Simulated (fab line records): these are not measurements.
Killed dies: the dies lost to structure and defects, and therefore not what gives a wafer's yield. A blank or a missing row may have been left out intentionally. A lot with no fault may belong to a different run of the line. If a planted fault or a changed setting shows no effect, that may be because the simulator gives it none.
fab line records | flow nandHarc
[record] lots = 7 wafers = 21 lastDay = 31
route steps=1302 shown A_SOURCE_PLATE@414 A_ONON_D1@424 END@1302
lots with no fault: from the same line, run without faults
startH: start of the lot's first displayed wafer, in hours after the record's first day | waitH: time in hours since the lot's previous step | " as in the row above | L1.1+2: one row covering several wafers at once | - either no value or no given start | * or withheld: withheld | < > ~ a bound
route shown NAME@n: NAME is a module with steps in the file, n the number in the route of the first one | usual: mean/standard deviation taken from wafers without a fault | same: alike in all rows | chamber/n: place in a boat | sites: readings site by site | _std_site: the values' standard deviation | _edge_site: mean of outer sites minus mean of inner sites | radiusMm: for every site, how far away it sits from the centre of the wafer | mask NAME#n: copy n | behind: tool/chamber where the wafer was last shaped | hold: what put the lot on hold/how long, in hours/how the hold closed | device: names the non-switching transistor (n, p or np) | end of line: at the end of the route, the tests of the same wafers | a step with no rows: only its recipe | killed: the dies lost at the first sort to structure and to defects; this is not the yield of the wafer | map: a wafer's dies, marking killed ones x, the rest . and places with no die _
set.NAME: the run value of the setting; set.NAME@STEP: its run value at that earlier step | model.NAME: the simulator's own value behind a step, which no gauge read
lots seen at some steps along the route; tables by step, rows by wafer
services: the hour from which a tool's chamber was out of use, counted from the record's first day as startH (under 0 if before that day), plus the number of hours and why
[[steps]]
[step NHARC_A_SOURCE_PLATE_SRD_01]
[step NHARC_A_SOURCE_PLATE_OXIDE_02]
[recipe] targetThkA = 100 tempC = 900 oxTimeS = 1362 material = SiO2
[step NHARC_A_SOURCE_PLATE_THK_MEAS_09]
[recipe] thkMeasGauge = ellipsometry
[usual] thkNm = 9.7/1
// columns lot.wafer tool chamber startH waitH thkNm
L825.3 filmMetro-02 - 163.64 0.4 9.5
L825.4 " - " " 8.2
L825.6 " - " " 9.6
L827.2 filmMetro-01 - 185.43 0.4 9.8
L827.4 " - " " 9.2
L827.6 " - " " 9.7
L830.1 filmMetro-01 - 228.68 0.4 10.9
L830.2 " - " " 8.7
L830.5 " - " " 8.6
L832.1 filmMetro-01 - 244.91 0.4 8.5
L832.3 " - " " 9.7
L832.5 " - " " 10.5
L834.4 filmMetro-02 - 258.15 0.4 9.3
L834.5 " - " " 8.1
L834.6 " - " " 11.3
L839.2 filmMetro-02 - 309.10 0.4 10.3
L839.4 " - " " 10.7
L839.6 " - " " 8.6
L842.4 filmMetro-02 - 332.18 0.4 9.1
L842.5 " - " " 9.7
L842.6 " - " " 10.1
[step NHARC_A_SOURCE_PLATE_PVD_04]
[recipe] targetThkA = 500 material = WSi2
[step NHARC_A_SOURCE_PLATE_CVD_03]
[recipe] targetThkA = 2000 tempC = 620 pressureMtorr = 200 timeS = 4000 material = poly-Si
[step NHARC_A_SOURCE_PLATE_ANNEAL_05]
[recipe] tempC = 850 timeS = 1800
[step NHARC_A_SOURCE_PLATE_THK_MEAS_06]
[recipe] thkMeasGauge = ellipsometry
[usual] thkNm = 200.9/2.2
// columns lot.wafer tool chamber startH waitH thkNm
L825.3 filmMetro-02 - 176.73 0.4 199.0
L825.4 " - " " 200.4
L825.6 " - " " 200.7
L827.2 filmMetro-02 - 199.21 0.4 200.9
L827.4 " - " " 200.9
L827.6 " - " " 200.9
L830.1 filmMetro-01 - 241.68 0.4 201.4
L830.2 " - " " 203.5
L830.5 " - " " 202.5
L832.1 filmMetro-01 - 257.76 0.4 197.7
L832.3 " - " " 195.5
L832.5 " - " " 197.1
L834.4 filmMetro-01 - 270.74 0.4 202.8
L834.5 " - " " 203.1
L834.6 " - " " 201.9
L839.2 filmMetro-01 - 322.32 0.4 202.4
L839.4 " - " " 202.5
L839.6 " - " " 200.6
L842.4 filmMetro-02 - 345.29 0.4 200.1
L842.5 " - " " 200.5
L842.6 " - " " 196.9
[step NHARC_A_SOURCE_PLATE_INSPECT_08]
[usual] rawDefectCount = 55/22
// columns lot.wafer tool chamber startH waitH rawDefectCount
L825.3 defectInspect-01 - 176.84 0.0 29
L825.4 " - " " 54
L825.6 " - " " 37
L827.2 defectInspect-01 - 199.28 0.0 56
L827.4 " - " " 44
L827.6 " - " " 56
L830.1 defectInspect-01 - 241.74 0.0 123
L830.2 " - " " 68
L830.5 " - " " 108
L832.1 defectInspect-02 - 257.82 0.0 55
L832.3 " - " " 43
L832.5 " - " " 64
L834.4 defectInspect-02 - 270.80 0.0 40
L834.5 " - " " 48
L834.6 " - " " 50
L839.2 defectInspect-02 - 322.38 0.0 33
L839.4 " - " " 58
L839.6 " - " " 54
L842.4 defectInspect-02 - 345.37 0.0 42
L842.5 " - " " 41
L842.6 " - " " 37
[step NHARC_A_ONON_D1_DEP_00]
[recipe] targetThkA = 10000 n2FlowSccm = 2750 n2oFlowSccm = 2000 nh3FlowSccm = 500 sih4FlowSccm = 210 tempC = 400
[step NHARC_A_ONON_D1_THK_MEAS_02]
[recipe] thkMeasGauge = ellipsometry
[usual] thkNm = 1002/8.3
// columns lot.wafer tool chamber startH waitH thkNm
L825.3 filmMetro-01 - 177.42 - 989
L825.4 " - " " 990
L825.6 " - " " 990
L827.2 filmMetro-02 - 199.85 - 1012
L827.4 " - " " 1013
L827.6 " - " " 1014
L830.1 filmMetro-01 - 242.31 - 993
L830.2 " - " " 991
L830.5 " - " " 993
L832.1 filmMetro-02 - 258.41 - 1003
L832.3 " - " " 1002
L832.5 " - " " 1004
L834.4 filmMetro-01 - 271.38 - 1013
L834.5 " - " " 1012
L834.6 " - " " 1013
L839.2 filmMetro-01 - 322.96 - 1003
L839.4 " - " " 1003
L839.6 " - " " 1003
L842.4 filmMetro-01 - 345.94 - 1008
L842.5 " - " " 1007
L842.6 " - " " 1008
[step NHARC_A_ONON_D1_DEP_03]
[recipe] targetThkA = 10000 n2FlowSccm = 2750 n2oFlowSccm = 2000 nh3FlowSccm = 500 sih4FlowSccm = 210 tempC = 400
// columns lot.wafer tool chamber startH waitH
L825.3+4+6 pecvdOnon-01 0 177.59 0.2
L827.2+4+6 pecvdOnon-04 0 199.96 0.1
L830.1+2+5 pecvdOnon-04 0 242.37 0.1
L832.1+3+5 pecvdOnon-04 0 258.46 0.1
L834.4+5+6 pecvdOnon-04 0 271.88 0.5
L839.2+4+6 pecvdOnon-01 0 323.07 0.1
L842.4+5+6 pecvdOnon-01 0 346.17 0.2
[step NHARC_A_ONON_D1_THK_MEAS_05]
[recipe] thkMeasGauge = ellipsometry
[usual] thkNm = 999/10
// columns lot.wafer tool chamber startH waitH hold thkNm
L825.3 filmMetro-02 - 177.98 - - 1011
L825.4 " - " " - 1010
L825.6 " - " " - 1008
L827.2 filmMetro-02 - 200.42 - - 990
L827.4 " - " " - 989
L827.6 " - " " - 990
L830.1 filmMetro-02 - 242.88 - awaitDispo/0.2h/release 1657
L830.2 " - " " awaitDispo/0.2h/release 1657
L830.5 " - " " awaitDispo/0.2h/release 1656
L830.1 filmMetro-02 - 243.06 0.2 - 1657
L830.2 " - " " - 1656
L830.5 " - " " - 1657
L832.1 filmMetro-01 - 258.97 - awaitDispo/0.2h/release 1677
L832.3 " - " " awaitDispo/0.2h/release 1676
L832.5 " - " " awaitDispo/0.2h/release 1675
L832.1 filmMetro-01 - 259.14 0.2 - 1675
L832.3 " - " " - 1676
L832.5 " - " " - 1677
L834.4 filmMetro-01 - 272.22 - awaitDispo/0.2h/release 1669
L834.5 " - " " awaitDispo/0.2h/release 1668
L834.6 " - " " awaitDispo/0.2h/release 1668
L834.4 filmMetro-01 - 272.40 0.2 - 1668
L834.5 " - " " - 1669
L834.6 " - " " - 1667
L839.2 filmMetro-01 - 323.52 - - 1008
L839.4 " - " " - 1009
L839.6 " - " " - 1011
L842.4 filmMetro-02 - 346.51 - - 991
L842.5 " - " " - 992
L842.6 " - " " - 990
[step NHARC_END_SORT_01]
[recipe] tempC = 25
[usual] defectLimitedYield = 91.1/2.9 killedAtArray = 55/20 killedAtOther = 1.1/1.2 killedAtPeriphery = 3.8/2.8 killedDies = 60/19 killedOpen = 3.4/1.9 killedShort = 2.2/1.5
[same] grossDies = 677
// columns lot.wafer tool chamber startH waitH defectLimitedYield[%] killedAtArray killedAtOther killedAtPeriphery killedDies killedOpen killedShort
L825.3 prober-02 0 577.61 3.1 87.9 79 0 3 82 4 1
L825.4 prober-02 0 578.42 3.4 89.2 70 0 3 73 2 5
L825.6 prober-02 0 580.04 4.0 90.4 64 0 1 65 0 3
L827.2 prober-01 0 593.08 2.8 90.3 61 0 5 66 5 2
L827.4 prober-01 0 594.70 3.4 91.4 52 0 6 58 2 2
L827.6 prober-01 0 596.32 4.1 91.1 56 0 4 60 2 2
L839.2 prober-01 0 706.05 2.8 89.5 65 4 2 71 5 2
L839.4 prober-01 0 707.64 3.4 91.0 58 0 3 61 3 1
L839.6 prober-01 0 709.23 4.0 92.5 46 1 4 51 4 2
// killed by level:class
L825.3 A_CHANNEL_HOLE_D2:chamberFilmFlake=40 A_SLIT:chamberFilmFlake=26 A_CONTACT:chamberFilmFlake=4 A_M1:chamberFilmFlake=3 P_GATE:geometricParticle:open=2 P_M0:geometricParticle:open=1 A_CHANNEL_HOLE_D1:geometricParticle:short=1 A_BLC:geometricParticle:open=1
L825.4 A_CHANNEL_HOLE_D2:chamberFilmFlake=32 A_SLIT:chamberFilmFlake=21 A_CHANNEL_HOLE_D1:chamberFilmFlake=4 A_CONTACT:chamberFilmFlake=3 P_GATE:chamberFilmFlake=2 P_CONTACT:geometricParticle:short=1 A_CHANNEL_FILL_D1:geometricParticle:short=1 A_CHANNEL_FILL_D1:geometricParticle:open=1
L825.6 A_CHANNEL_HOLE_D2:chamberFilmFlake=30 A_SLIT:chamberFilmFlake=21 A_STAIRCASE:chamberFilmFlake=6 A_CONTACT:chamberFilmFlake=3 A_WL_FILL:geometricParticle:short=2 A_SGD_CUT:geometricParticle:short=1 P_STI:chamberFilmFlake=1 A_WL_FILL:chamberFilmFlake=1
L827.2 A_CHANNEL_HOLE_D1:chamberFilmFlake=31 A_CHANNEL_HOLE_D2:chamberFilmFlake=19 A_ONON_D1:geometricParticle:open=3 A_STAIRCASE:chamberFilmFlake=3 P_ZERO_WELL:chamberFilmFlake=2 A_SLIT:chamberFilmFlake=2 P_M0:geometricParticle:short=1 P_M0:geometricParticle:open=1
L827.4 A_CHANNEL_HOLE_D1:chamberFilmFlake=20 A_CHANNEL_HOLE_D2:chamberFilmFlake=19 A_STAIRCASE:chamberFilmFlake=4 A_CONTACT:chamberFilmFlake=4 P_ZERO_WELL:chamberFilmFlake=2 P_STI:chamberFilmFlake=2 A_M0:chamberFilmFlake=2 P_M0:geometricParticle:open=1
L827.6 A_CHANNEL_HOLE_D1:chamberFilmFlake=22 A_CHANNEL_HOLE_D2:chamberFilmFlake=20 A_STAIRCASE:chamberFilmFlake=7 A_M0:chamberFilmFlake=4 P_GATE:geometricParticle:open=1 P_GATE:geometricParticle:short=1 P_CONTACT:geometricParticle:open=1 A_CHANNEL_HOLE_D2:geometricParticle:short=1
L839.2 A_SLIT:chamberFilmFlake=27 A_CHANNEL_HOLE_D1:chamberFilmFlake=11 A_CHANNEL_HOLE_D2:chamberFilmFlake=11 A_CONTACT:chamberFilmFlake=11 THIN_TSV:chamberFilmFlake=3 P_M0:geometricParticle:open=2 A_BLC:geometricParticle:open=2 A_M0:geometricParticle:short=1
L839.4 A_SLIT:chamberFilmFlake=26 A_CHANNEL_HOLE_D2:chamberFilmFlake=11 A_CHANNEL_HOLE_D1:chamberFilmFlake=9 A_STAIRCASE:chamberFilmFlake=3 A_CONTACT:chamberFilmFlake=3 A_CHANNEL_FILL_D2:chamberFilmFlake=2 P_M0:geometricParticle:open=1 A_CHANNEL_HOLE_D1:geometricParticle:short=1
L839.6 A_SLIT:chamberFilmFlake=20 A_CHANNEL_HOLE_D2:chamberFilmFlake=14 A_CHANNEL_HOLE_D1:chamberFilmFlake=7 P_ZERO_WELL:chamberFilmFlake=2 P_M0:geometricParticle:open=1 P_M1:geometricParticle:short=1 A_ONON_D1:geometricParticle:open=1 A_WL_FILL:geometricParticle:short=1
[[services]]
// columns tool chamber startH hours kind
pecvdOnon-01 - 269.54 13.0 pm
pecvdOnon-04 - 311.20 13.0 pm
[[key]]
[firstSign] step = NHARC_A_ONON_D1_THK_MEAS_05 reading = visit direction = added
[effect] step = NHARC_A_ONON_D1_THK_MEAS_05 reading = thkNm direction = up sigmas = 67 usual = 999 struck = 1667
metAt NHARC_A_ONON_D1_DEP_03
struckWafers L830.1,L830.2,L830.5,L832.1,L832.3,L832.5,L834.4,L834.5,L834.6
scrappedBehind NHARC_A_ONON_D1_THK_MEAS_05 L830.1,L830.2,L830.5,L832.1,L832.3,L832.5,L834.4,L834.5,L834.6
onsetBetween 199.96 242.37
[fault] kind = processParameterDrift tool = pecvdOnon-04 chamber = - onsetH = 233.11 steps = NHARC_A_ONON_D1_DEP_03 channel = targetThkA offset = * shape = step endH = 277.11 actsIn = * stated = *
